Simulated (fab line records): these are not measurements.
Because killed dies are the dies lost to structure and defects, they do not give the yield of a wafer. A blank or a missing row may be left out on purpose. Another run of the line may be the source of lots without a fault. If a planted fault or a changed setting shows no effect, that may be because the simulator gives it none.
Which of the tools did it?	flow nand-harc	12 lots, 36 wafers sampled, at 6 steps of a route of 1302

## WHAT EACH GAUGE READ, for each wafer
NHARC_A_CONTACT_INSPECT_44. Usual: raw-defect-count reads 75 (standard deviation 38).
lot	measured	on	raw-defect-count	flag
L803	day 22 00:43	defect-inspect-02	56 63 55	
L804	day 21 23:58	defect-inspect-02	75 64 69	
L805	day 22 19:52	defect-inspect-01	25 15 22	
L813	day 25 17:50	defect-inspect-01	880 888 864	OFF
L814	day 26 08:57	defect-inspect-01	851 865 871	OFF
L815	day 26 12:49	defect-inspect-01	94 88 87	
L820	day 27 19:08	defect-inspect-02	101 134 116	
L822	day 29 08:37	defect-inspect-01	64 65 81	
L821	day 29 16:39	defect-inspect-02	117 127 113	
L823	day 29 21:16	defect-inspect-01	99 96 90	
L825	day 30 05:44	defect-inspect-01	74 76 74	
L826	day 30 13:05	defect-inspect-01	108 107 89	

NHARC_END_SORT_01. Usual: killed-at-array 47, standard deviation 18; killed-at-other 0.9, standard deviation 1.1; killed-at-periphery 4, standard deviation 3.1; killed-dies 52, standard deviation 18; killed-open 3.1, standard deviation 1.5; killed-short 2.4, standard deviation 1.5.
lot	measured	on	killed-at-array	killed-at-other	killed-at-periphery	killed-dies	killed-open	killed-short	flag
L813	day 28 16:45	prober-01	131 136 140	0 2 0	5 5 3	136 143 143	3 2 2	4 2 1	OFF
L814	day 29 14:01	prober-01	121 116 129	2 1 0	0 4 1	123 121 130	0 4 4	2 2 4	OFF
L815	day 29 15:40	prober-02	51	0	2	53	4	5	

## TOOL THAT RAN EACH LOT (tool first, then ch and the chambers of the sampled wafers, then the start)
lot	NHARC_A_WL_FILL_ETCHBACK_17	NHARC_A_CONTACT_DEP_28	NHARC_A_CONTACT_ETCH_50	NHARC_A_CONTACT_ETCH_111
L803	rie-metal-02 ch 0,1, day 21 07:17	acl-dep-01 ch 0, day 21 19:43	rie-diel-01 ch 2,3, day 22 02:38 or earlier	har-cap-etch-02 ch 0,1, day 22 02:38
L804	rie-metal-01 ch 0,1, day 21 08:23	acl-dep-02 ch 0, day 21 18:51	rie-diel-02 ch 0,2,3, day 22 02:13 or earlier	har-cap-etch-03 ch 0,1, day 22 02:13
L805	rie-metal-01 ch 0,1, day 22 07:39	acl-dep-01 ch 0, day 22 14:42	rie-diel-02 ch 0,1,3, day 22 21:45 or earlier	har-cap-etch-02 ch 0,1, day 22 21:45
L813	rie-metal-02 ch 0,1, day 25 05:35	acl-dep-01 ch 0, day 25 14:17	rie-diel-02 ch 0,1,3, day 25 19:48 or earlier	har-cap-etch-01 ch 0,1, day 25 19:48
L814	rie-metal-03 ch 0,1, day 25 19:32	acl-dep-01 ch 0, day 26 04:32	rie-diel-01 ch 2,3, day 26 10:55 or earlier	har-cap-etch-01 ch 0,1, day 26 10:55
L815	rie-metal-01 ch 0,1, day 26 00:24	acl-dep-03 ch 0, day 26 09:06	rie-diel-02 ch 0,1,2, day 26 15:08 or earlier	har-cap-etch-03 ch 0,1, day 26 15:08
L820	rie-metal-02 ch 0, day 27 05:29	acl-dep-02 ch 0, day 27 15:30	rie-diel-02 ch 0,1,2, day 27 21:19 or earlier	har-cap-etch-02 ch 0,1, day 27 21:19
L822	rie-metal-03 ch 0, day 28 20:29	acl-dep-02 ch 0, day 29 03:30	rie-diel-02 ch 1,3, day 29 10:33 or earlier	har-cap-etch-01 ch 0,1, day 29 10:33
L821	rie-metal-03 ch 0,1, day 29 04:27	acl-dep-01 ch 0, day 29 11:37	rie-diel-06 ch 2,3, day 29 18:33 or earlier	har-cap-etch-03 ch 0,1, day 29 18:33
L823	rie-metal-01 ch 0,1, day 29 09:07	acl-dep-03 ch 0, day 29 16:05	rie-diel-02 ch 0,2, day 29 23:09 or earlier	har-cap-etch-01 ch 0,1, day 29 23:09
L825	rie-metal-01 ch 0,1, day 29 17:14	acl-dep-01 ch 0, day 30 01:29	rie-diel-02 ch 0,1,2, day 30 08:16 or earlier	har-cap-etch-01 ch 0,1, day 30 08:16
L826	rie-metal-02 ch 0,1, day 30 01:02	acl-dep-01 ch 0, day 30 08:00	rie-diel-01 ch 0,2,3, day 30 15:00 or earlier	har-cap-etch-01 ch 0,1, day 30 15:00
- NHARC_A_WL_FILL_ETCHBACK_17: etches the open film in Cl2/BCl3, target depth 4 nm, time 26.7 s.
- NHARC_A_CONTACT_DEP_28: deposits aC, target thk 7000 nm.
- NHARC_A_CONTACT_ETCH_50: etches the open film in CF4/CHF3, target depth 121 nm, time 60.5 s.
- NHARC_A_CONTACT_ETCH_111: etches the open film in C4F8/O2/Ar, time 140 s, target depth 700 nm.

## AS READ BY THE TOOLS THEMSELVES (means over the sampled wafers that have a number; for cases with no such wafer, the mark the record gives instead)
NHARC_A_WL_FILL_ETCHBACK_17. Usual: drypump-motor-current-A 5.8 A, standard deviation 0.38; oes-product-au 1.002 a.u., standard deviation 0.012.
lot	tool	drypump-motor-current-A (A)	oes-product-au (a.u.)	flag
L803	rie-metal-02	5.4	0.999	
L804	rie-metal-01	5.8	1.012	
L805	rie-metal-01	5.8	1.014	
L813	rie-metal-02	5.4	1.006	
L814	rie-metal-03	5.7	0.992	
L815	rie-metal-01	5.8	0.991	
L820	rie-metal-02	5.9	1.012	
L822	rie-metal-03	6.1	1.009	
L821	rie-metal-03	5.9	1.012	
L823	rie-metal-01	5.8	0.998	
L825	rie-metal-01	6.1	0.986	
L826	rie-metal-02	5.4	1.013	

NHARC_A_CONTACT_DEP_28. Usual: throttle-valve-pct reads 34.999 % (standard deviation 0.0084).
lot	tool	throttle-valve-pct (%)	flag
L803	acl-dep-01	35.000	
L804	acl-dep-02	35.006	
L805	acl-dep-01	35.006	
L813	acl-dep-01	35.009	
L814	acl-dep-01	34.998	
L815	acl-dep-03	34.997	
L820	acl-dep-02	34.996	
L822	acl-dep-02	35.006	
L821	acl-dep-01	35.003	
L823	acl-dep-03	34.998	
L825	acl-dep-01	35.003	
L826	acl-dep-01	34.999	

NHARC_A_CONTACT_ETCH_50. Usual: drypump-motor-current-A 5.8 A, standard deviation 0.35; oes-product-au 0.943 a.u., standard deviation 0.024; rf-vpp-V 369.3 V, standard deviation 2.9; showerhead-plenum-p-Torr 1.54 Torr, standard deviation 0.081; throttle-valve-pct 16.802 %, standard deviation 0.0092.
lot	tool	drypump-motor-current-A (A)	oes-product-au (a.u.)	rf-vpp-V (V)	showerhead-plenum-p-Torr (Torr)	throttle-valve-pct (%)	flag
L803	rie-diel-01	5.4	0.929	367.0	1.49	16.806	
L804	rie-diel-02	5.9	0.929	370.4	1.54	16.810	
L805	rie-diel-02	5.8	0.958	369.8	1.54	16.808	
L813	rie-diel-02	5.9	0.967	369.6	1.54	16.796	
L814	rie-diel-01	5.4	0.928	368.1	1.49	16.799	
L815	rie-diel-02	5.8	0.967	369.5	1.53	16.803	
L820	rie-diel-02	5.8	0.950	368.8	1.53	16.800	
L822	rie-diel-02	5.8	0.947	366.5	1.47	16.806	
L821	rie-diel-06	5.8	0.974	372.0	1.62	16.801	
L823	rie-diel-02	5.9	0.964	370.3	1.59	16.798	
L825	rie-diel-02	5.8	0.924	368.8	1.53	16.799	
L826	rie-diel-01	5.3	0.919	367.7	1.50	16.798	

## THE ANSWER, worked out from the rows above alone
Rule: take the mean of a lot's wafers that have a number; if it is more than 3 standard deviations from the usual mean, the lot is off. Also off: a lot with no number at a reading for which 4 or more lots have one. The other lots that the step has rows for count as sound. First the gauges in route order, then the tools' own readings, where a lot's mean is used as printed above. The first step at which some lot is off is used, and at that step the reading that is off furthest; a lot without a number counts as furthest.
Off, at NHARC_A_CONTACT_INSPECT_44 on raw-defect-count: L813, L814.
If a tool, at a process step before that reading, ran all the lots that are off and no sound lot after the first of them, it fits. The gauges at NHARC_A_CONTACT_INSPECT_44 aren't tried: what is off there is off at NHARC_END_SORT_01 too, on other tools, and a gauge's error can't cause that. No candidate that was tried fits.

## WHAT THE SIMULATOR HAD PUT IN
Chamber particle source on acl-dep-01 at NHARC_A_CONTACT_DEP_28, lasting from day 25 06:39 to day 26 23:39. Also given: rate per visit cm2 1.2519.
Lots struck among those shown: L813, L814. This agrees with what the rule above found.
